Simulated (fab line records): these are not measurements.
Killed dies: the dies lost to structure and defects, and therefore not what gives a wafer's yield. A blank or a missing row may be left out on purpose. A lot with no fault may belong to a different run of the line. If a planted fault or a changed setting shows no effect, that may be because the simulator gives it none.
Which of the tools did it? | flow n5Finfet | 11 lots with 33 wafers sampled at 5 steps, on a route of 1938 steps

WHAT EACH GAUGE READ, for each wafer
N5_BEOL_M14_CD_MEAS_10: target cd 250 nm. Usual: cdNm 249.6 nm, standard deviation 1.6.
lot  | measured     | on       | cdNm (nm)         | flag
L567 | day 13 20:54 | cdSem-02 | 252.1 249.7 252.5 | 
L568 | day 14 06:23 | cdSem-03 | 249.7 248.1 249.6 | 
L571 | day 15 02:59 | cdSem-02 | 248.0 249.2 249.3 | 
L576 | day 16 06:51 | cdSem-01 | 247.3 249.8 250.3 | 
L572 | day 16 18:16 | cdSem-03 | 249.1 249.6 249.8 | 
L577 | day 17 14:17 | cdSem-01 | 253.3 248.8 253.1 | 
L580 | day 17 18:40 | cdSem-01 | 265.0 261.8 266.3 | OFF
L581 | day 18 09:35 | cdSem-02 | 264.3 269.6 266.2 | OFF
L578 | day 18 21:35 | cdSem-01 | 249.7 249.2 251.7 | 
L589 | day 19 21:44 | cdSem-03 | 251.7 252.3 249.1 | 
L588 | day 19 22:18 | cdSem-01 | 250.6 250.4 249.9 | 

N5_BEOL_M14_INSPECT_12: inspects for defects (macro). Usual: rawDefectCount 2.1, standard deviation 1.4.
lot  | measured     | on               | rawDefectCount | flag
L567 | day 13 20:57 | defectInspect-01 | 3 2 2          | 
L568 | day 14 06:27 | defectInspect-02 | 2 1 4          | 
L571 | day 15 03:04 | defectInspect-01 | 1 0 3          | 
L576 | day 16 06:54 | defectInspect-02 | 1 6 2          | 
L572 | day 16 18:20 | defectInspect-02 | 0 1 3          | 
L577 | day 17 14:20 | defectInspect-02 | 4 1 4          | 
L580 | day 17 18:44 | defectInspect-02 | 2 3 2          | 
L581 | day 18 09:40 | defectInspect-01 | 4 2 1          | 
L578 | day 18 21:38 | defectInspect-02 | 2 1 2          | 
L589 | day 19 21:47 | defectInspect-01 | 2 3 1          | 
L588 | day 19 22:22 | defectInspect-01 | 1 0 2          | 

TOOL THAT RAN EACH LOT (tool first, then ch and the chambers of the sampled wafers, then the start)
lot  | N5_BEOL_M13_DEGAS_41        | N5_BEOL_M14_ILD_DEP_00          | N5_BEOL_M14_PEB_08
L567 | pvdSputter-01, day 13 18:49 | pecvd-03 ch 0,1, day 13 20:24   | lithoTrack-03 ch 0, day 13 20:47
L568 | pvdSputter-02, day 14 04:28 | pecvd-02 ch 0,1,2, day 14 05:46 | lithoTrack-04 ch 0, day 14 06:17
L571 | pvdSputter-02, day 15 01:07 | pecvd-03 ch 1,2, day 15 02:29   | lithoTrack-02 ch 0, day 15 02:53
L576 | pvdSputter-03, day 16 04:55 | pecvd-01 ch 1,2, day 16 06:13   | lithoTrack-02 ch 0, day 16 06:44
L572 | pvdSputter-03, day 16 16:16 | pecvd-01 ch 0,1, day 16 17:34   | lithoTrack-03 ch 0, day 16 18:10
L577 | pvdSputter-03, day 17 12:16 | pecvd-01 ch 1,2, day 17 13:47   | lithoTrack-04 ch 0, day 17 14:10
L580 | pvdSputter-01, day 17 16:38 | pecvd-01 ch 0,2, day 17 18:10   | lithoTrack-04 ch 0, day 17 18:33
L581 | pvdSputter-03, day 18 07:26 | pecvd-03 ch 1,2, day 18 08:58   | lithoTrack-04 ch 0, day 18 09:28
L578 | pvdSputter-01, day 18 19:07 | pecvd-01 ch 1,2, day 18 20:58   | lithoTrack-03 ch 0, day 18 21:28
L589 | pvdSputter-03, day 19 19:41 | pecvd-02 ch 0,1, day 19 21:07   | lithoTrack-02 ch 0, day 19 21:37
L588 | pvdSputter-03, day 19 20:22 | pecvd-01 ch 0,1, day 19 21:41   | lithoTrack-02 ch 0, day 19 22:11
- N5_BEOL_M13_DEGAS_41: time 60 s.
- N5_BEOL_M14_ILD_DEP_00: deposits SiO2 from TEOS/O2, target thk 1119.3 nm, time 237.4 s.
- N5_BEOL_M14_PEB_08: peb time 90 s.

WHAT THE TOOLS THEMSELVES READ (means of the sampled wafers that have a number; where no wafer has one, the mark that the record gives instead)
N5_BEOL_M13_DEGAS_41. Usual: heaterPowerW 343 W, standard deviation 30.
lot  | tool          | heaterPowerW (W) | flag
L567 | pvdSputter-01 | 317              | 
L568 | pvdSputter-02 | 334              | 
L571 | pvdSputter-02 | 337              | 
L576 | pvdSputter-03 | 319              | 
L572 | pvdSputter-03 | 331              | 
L577 | pvdSputter-03 | 366              | 
L580 | pvdSputter-01 | 339              | 
L581 | pvdSputter-03 | 342              | 
L578 | pvdSputter-01 | 335              | 
L589 | pvdSputter-03 | 331              | 
L588 | pvdSputter-03 | 347              | 

N5_BEOL_M14_ILD_DEP_00. Usual: heaterPowerOuterW 373 W, standard deviation 65; heaterPowerW 653 W, standard deviation 95; showerheadPlenumPTorr 8.33 Torr, standard deviation 0.045; throttleValvePct 17.7 %, standard deviation 0.6.
lot  | tool     | heaterPowerOuterW (W) | heaterPowerW (W) | showerheadPlenumPTorr (Torr) | throttleValvePct (%) | flag
L567 | pecvd-03 | 381                   | 652              | 8.36                         | 18.8                 | 
L568 | pecvd-02 | 338                   | 610              | 8.35                         | 17.5                 | 
L571 | pecvd-03 | 291                   | 537              | 8.28                         | 18.4                 | 
L576 | pecvd-01 | 378                   | 655              | 8.32                         | 17.2                 | 
L572 | pecvd-01 | 405                   | 690              | 8.36                         | 17.6                 | 
L577 | pecvd-01 | 402                   | 703              | 8.32                         | 17.5                 | 
L580 | pecvd-01 | 372                   | 657              | 8.32                         | 17.4                 | 
L581 | pecvd-03 | 336                   | 607              | 8.28                         | 18.4                 | 
L578 | pecvd-01 | 342                   | 610              | 8.29                         | 17.0                 | 
L589 | pecvd-02 | 349                   | 641              | 8.35                         | 18.0                 | 
L588 | pecvd-01 | 420                   | 709              | 8.35                         | 17.5                 | 

N5_BEOL_M14_PEB_08. Usual: heaterPowerTotalW 172.4 W, standard deviation 0.81; plateTempC 130.01 C, standard deviation 0.12.
lot  | tool          | heaterPowerTotalW (W) | plateTempC (C) | flag
L567 | lithoTrack-03 | 172.7                 | 130.06         | 
L568 | lithoTrack-04 | 173.4                 | 129.82         | 
L571 | lithoTrack-02 | 172.0                 | 130.07         | 
L576 | lithoTrack-02 | 173.0                 | 129.91         | 
L572 | lithoTrack-03 | 172.3                 | 129.98         | 
L577 | lithoTrack-04 | 172.2                 | 130.01         | 
L580 | lithoTrack-04 | 179.7                 | 134.31         | OFF
L581 | lithoTrack-04 | 180.7                 | 134.33         | OFF
L578 | lithoTrack-03 | 172.3                 | 129.90         | 
L589 | lithoTrack-02 | 172.8                 | 130.13         | 
L588 | lithoTrack-02 | 172.5                 | 129.93         | 

THE ANSWER, worked out from the rows above alone
Rule: a lot counts as off when the mean over its wafers that have a number is more than 3 standard deviations away from the usual mean. A lot without any number at a reading at which 4 lots or more have one is off too. The other lots that the step has rows for count as sound. Order of review: gauges by route order, followed by the tools' own readings, for which a lot's mean as printed above is used. At the first step where some lot is off, the reading lying furthest off is the one used; lots without a number count as furthest.
Off, at N5_BEOL_M14_CD_MEAS_10 on cdNm: L580, L581.
A tool fits if, at a process step before that reading, it ran every lot that is off, and no sound lot after the first of them. The gauges at N5_BEOL_M14_CD_MEAS_10 aren't tried: what is off there is off at N5_BEOL_M14_PEB_08 too, on other tools, and a gauge's error can't cause that. One candidate fits, namely lithoTrack-04 at N5_BEOL_M14_PEB_08. A fault onset in the window from L577 (day 17 14:10, its last sound lot) to L580 (day 17 18:33, its first lot off) fits.
The tool's own readings at N5_BEOL_M14_PEB_08 bear it out: on the lots that are off they differ by more than 5 times the standard deviation of the sound lots' means. heaterPowerTotalW reads 180.2 W there against 172.6 W on the sound lots; plateTempC reads 134.32 C there against 129.98 C on the sound lots.

WHAT THE SIMULATOR HAD INSERTED
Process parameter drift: lithoTrack-04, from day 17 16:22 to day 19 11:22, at N5_BEOL_M14_PEB_08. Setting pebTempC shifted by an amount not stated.
Struck lots among those shown: L580, L581. The rule above found the same.
